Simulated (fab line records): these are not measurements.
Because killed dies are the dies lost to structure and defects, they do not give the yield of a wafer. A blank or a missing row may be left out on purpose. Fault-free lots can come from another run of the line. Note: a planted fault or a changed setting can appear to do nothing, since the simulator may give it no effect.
Lot-split experiment :: flow n5 finfet :: 39 wafers read across 7 lots, on a route 1938 steps long

== THE SPLIT ==
At N5_BEOL_M10_ILD_DEP_00 (deposits SiCOH lowk from DEMS/porogen, target thk 308.51 nm, time 58 s), the setting time s was moved away from the recipe's 58 s on 12 of the 39 wafers read, by -57.9% to -26.7%. All remaining wafers had this setting at the recipe value.

== FROM THE SPLIT ON TO THE READING: in between, the file shows 1 step ==
- N5_BEOL_M10_CURE_71: cures SiCOH lowk, time 240 s

== THE READING ==
Values of M10_ILD_THK in nm from N5_BEOL_M10_THK_MEAS_01. On this fab line, fault-free wafers typically give 267 nm with a standard deviation of 3.3 nm.

wafer: L076.3
tool, chamber at the split: pecvd-02, 2
time s as run, s: 58
against the recipe: recipe
M10_ILD_THK, nm: 268
against lot-mates on the recipe: -

wafer: L076.5
tool, chamber at the split: pecvd-02, 1
time s as run, s: 58
against the recipe: recipe
M10_ILD_THK, nm: 274
against lot-mates on the recipe: -

wafer: L076.6
tool, chamber at the split: pecvd-02, 0
time s as run, s: 58
against the recipe: recipe
M10_ILD_THK, nm: 270
against lot-mates on the recipe: -

wafer: L077.1
tool, chamber at the split: pecvd-02, 0
time s as run, s: 24.44
against the recipe: -57.9%
M10_ILD_THK, nm: 116
against lot-mates on the recipe: -155

wafer: L077.2
tool, chamber at the split: pecvd-02, 1
time s as run, s: 58
against the recipe: recipe
M10_ILD_THK, nm: 270
against lot-mates on the recipe: -

wafer: L077.3
tool, chamber at the split: pecvd-02, 2
time s as run, s: 24.44
against the recipe: -57.9%
M10_ILD_THK, nm: 118
against lot-mates on the recipe: -153

wafer: L077.4
tool, chamber at the split: pecvd-02, 0
time s as run, s: 58
against the recipe: recipe
M10_ILD_THK, nm: 271
against lot-mates on the recipe: -

wafer: L077.5
tool, chamber at the split: pecvd-02, 1
time s as run, s: 24.44
against the recipe: -57.9%
M10_ILD_THK, nm: 119
against lot-mates on the recipe: -152

wafer: L077.6
tool, chamber at the split: pecvd-02, 2
time s as run, s: 58
against the recipe: recipe
M10_ILD_THK, nm: 272
against lot-mates on the recipe: -

wafer: L083.1
tool, chamber at the split: pecvd-03, 2
time s as run, s: 58
against the recipe: recipe
M10_ILD_THK, nm: 268
against lot-mates on the recipe: -

wafer: L083.2
tool, chamber at the split: pecvd-03, 1
time s as run, s: 58
against the recipe: recipe
M10_ILD_THK, nm: 267
against lot-mates on the recipe: -

wafer: L083.3
tool, chamber at the split: pecvd-03, 0
time s as run, s: 58
against the recipe: recipe
M10_ILD_THK, nm: 266
against lot-mates on the recipe: -

wafer: L083.4
tool, chamber at the split: pecvd-03, 1
time s as run, s: 58
against the recipe: recipe
M10_ILD_THK, nm: 272
against lot-mates on the recipe: -

wafer: L083.5
tool, chamber at the split: pecvd-03, 0
time s as run, s: 58
against the recipe: recipe
M10_ILD_THK, nm: 270
against lot-mates on the recipe: -

wafer: L083.6
tool, chamber at the split: pecvd-03, 2
time s as run, s: 58
against the recipe: recipe
M10_ILD_THK, nm: 269
against lot-mates on the recipe: -

wafer: L088.1
tool, chamber at the split: pecvd-04, 2
time s as run, s: 58
against the recipe: recipe
M10_ILD_THK, nm: 267
against lot-mates on the recipe: -

wafer: L088.2
tool, chamber at the split: pecvd-04, 1
time s as run, s: 33.81
against the recipe: -41.7%
M10_ILD_THK, nm: 155
against lot-mates on the recipe: -113

wafer: L088.3
tool, chamber at the split: pecvd-04, 0
time s as run, s: 58
against the recipe: recipe
M10_ILD_THK, nm: 264
against lot-mates on the recipe: -

wafer: L088.4
tool, chamber at the split: pecvd-04, 0
time s as run, s: 33.81
against the recipe: -41.7%
M10_ILD_THK, nm: 155
against lot-mates on the recipe: -113

wafer: L088.5
tool, chamber at the split: pecvd-04, 1
time s as run, s: 33.81
against the recipe: -41.7%
M10_ILD_THK, nm: 158
against lot-mates on the recipe: -110

wafer: L088.6
tool, chamber at the split: pecvd-04, 2
time s as run, s: 58
against the recipe: recipe
M10_ILD_THK, nm: 272
against lot-mates on the recipe: -

wafer: L095.1
tool, chamber at the split: pecvd-03, 2
time s as run, s: 58
against the recipe: recipe
M10_ILD_THK, nm: 263
against lot-mates on the recipe: -

wafer: L095.2
tool, chamber at the split: pecvd-03, 1
time s as run, s: 58
against the recipe: recipe
M10_ILD_THK, nm: 263
against lot-mates on the recipe: -

wafer: L095.3
tool, chamber at the split: pecvd-03, 0
time s as run, s: 58
against the recipe: recipe
M10_ILD_THK, nm: 268
against lot-mates on the recipe: -

wafer: L095.4
tool, chamber at the split: pecvd-03, 2
time s as run, s: 58
against the recipe: recipe
M10_ILD_THK, nm: 266
against lot-mates on the recipe: -

wafer: L095.5
tool, chamber at the split: pecvd-03, 1
time s as run, s: 58
against the recipe: recipe
M10_ILD_THK, nm: 267
against lot-mates on the recipe: -

wafer: L095.6
tool, chamber at the split: pecvd-03, 0
time s as run, s: 58
against the recipe: recipe
M10_ILD_THK, nm: 270
against lot-mates on the recipe: -

wafer: L097.1
tool, chamber at the split: pecvd-03, 2
time s as run, s: 37.19
against the recipe: -35.9%
M10_ILD_THK, nm: 165
against lot-mates on the recipe: -102

wafer: L097.2
tool, chamber at the split: pecvd-03, 0
time s as run, s: 58
against the recipe: recipe
M10_ILD_THK, nm: 266
against lot-mates on the recipe: -

wafer: L097.3
tool, chamber at the split: pecvd-03, 1
time s as run, s: 37.19
against the recipe: -35.9%
M10_ILD_THK, nm: 169
against lot-mates on the recipe: -98

wafer: L097.4
tool, chamber at the split: pecvd-03, 2
time s as run, s: 37.19
against the recipe: -35.9%
M10_ILD_THK, nm: 172
against lot-mates on the recipe: -95

wafer: L097.5
tool, chamber at the split: pecvd-03, 0
time s as run, s: 58
against the recipe: recipe
M10_ILD_THK, nm: 266
against lot-mates on the recipe: -

wafer: L097.6
tool, chamber at the split: pecvd-03, 1
time s as run, s: 58
against the recipe: recipe
M10_ILD_THK, nm: 269
against lot-mates on the recipe: -

wafer: L096.1
tool, chamber at the split: pecvd-04, 1
time s as run, s: 58
against the recipe: recipe
M10_ILD_THK, nm: 264
against lot-mates on the recipe: -

wafer: L096.2
tool, chamber at the split: pecvd-04, 0
time s as run, s: 58
against the recipe: recipe
M10_ILD_THK, nm: 262
against lot-mates on the recipe: -

wafer: L096.3
tool, chamber at the split: pecvd-04, 2
time s as run, s: 58
against the recipe: recipe
M10_ILD_THK, nm: 268
against lot-mates on the recipe: -

wafer: L096.4
tool, chamber at the split: pecvd-04, 1
time s as run, s: 42.5
against the recipe: -26.7%
M10_ILD_THK, nm: 196
against lot-mates on the recipe: -69

wafer: L096.5
tool, chamber at the split: pecvd-04, 0
time s as run, s: 42.5
against the recipe: -26.7%
M10_ILD_THK, nm: 197
against lot-mates on the recipe: -68

wafer: L096.6
tool, chamber at the split: pecvd-04, 2
time s as run, s: 42.5
against the recipe: -26.7%
M10_ILD_THK, nm: 198
against lot-mates on the recipe: -67

FIT RESULTS
A straight line over all 39 wafers: M10_ILD_THK changes by +2.65 nm for each +1% of time s; r = +1.00; the points scatter about the line by 3.2 nm.
The same after taking each lot's own level away (the mean of its wafers on the recipe; 39 wafers): +2.66 nm for each +1%; r = +1.00; scatter 2.5 nm.
On that fit, the largest move of time s shifts the reading by 1.5e+02 nm.
The lots' own levels span 264.7 to 271.0 nm, that is 1.9 times the standard deviation above.
So the lot-to-lot level changes the slope little: the two slopes agree.
Check: -154 nm against its lot-mates is what the line predicts for one of the wafers moved furthest among these (-57.9%) when that wafer is left out of the fit. Against them it came out at -155 nm.

== OTHER SPLITS APPLIED TO THESE WAFERS ==
Other splits were also applied to these wafers ahead of the reading. Each is held against what the fit with the lots' levels taken away leaves over:
other split on the same wafers: N5_BEOL_M6_ILD_DEP_00 target thk a
wafers away from the commonest value: 15
r with M10_ILD_THK (lot level and that fit taken away): -0.02

other split on the same wafers: N5_BEOL_M8_DESCUM_33 time s
wafers away from the commonest value: 18
r with M10_ILD_THK (lot level and that fit taken away): +0.05

== THE WHOLE CHAIN: every reading that the file lists as answering this split, in the file's order ==
step: N5_BEOL_M10_ILD_DEP_00
what it does: deposits SiCOH lowk from DEMS/porogen, target thk 308.51 nm, time 58 s
reading: SiCOH_lowk_of_BEOL_M10_ILD_DEP_00.thk nm (the simulator's own value, which no gauge read)
change (the file's fit): +3.03 nm for each +1% of the setting
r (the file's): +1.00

step: N5_BEOL_M10_CURE_71
what it does: cures SiCOH lowk, time 240 s
reading: SiCOH_lowk_of_BEOL_M10_ILD_DEP_00.thk nm (the simulator's own value, which no gauge read)
change (the file's fit): +2.66 nm for each +1% of the setting
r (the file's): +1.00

step: N5_BEOL_M10_THK_MEAS_01
what it does: 
reading: M10_ILD_THK
change (the file's fit): +2.66 for each +1% of the setting
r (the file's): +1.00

== FILE'S OWN FIT ==
M10_ILD_THK changes by +2.66 nm for each +1% of time s, r = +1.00.
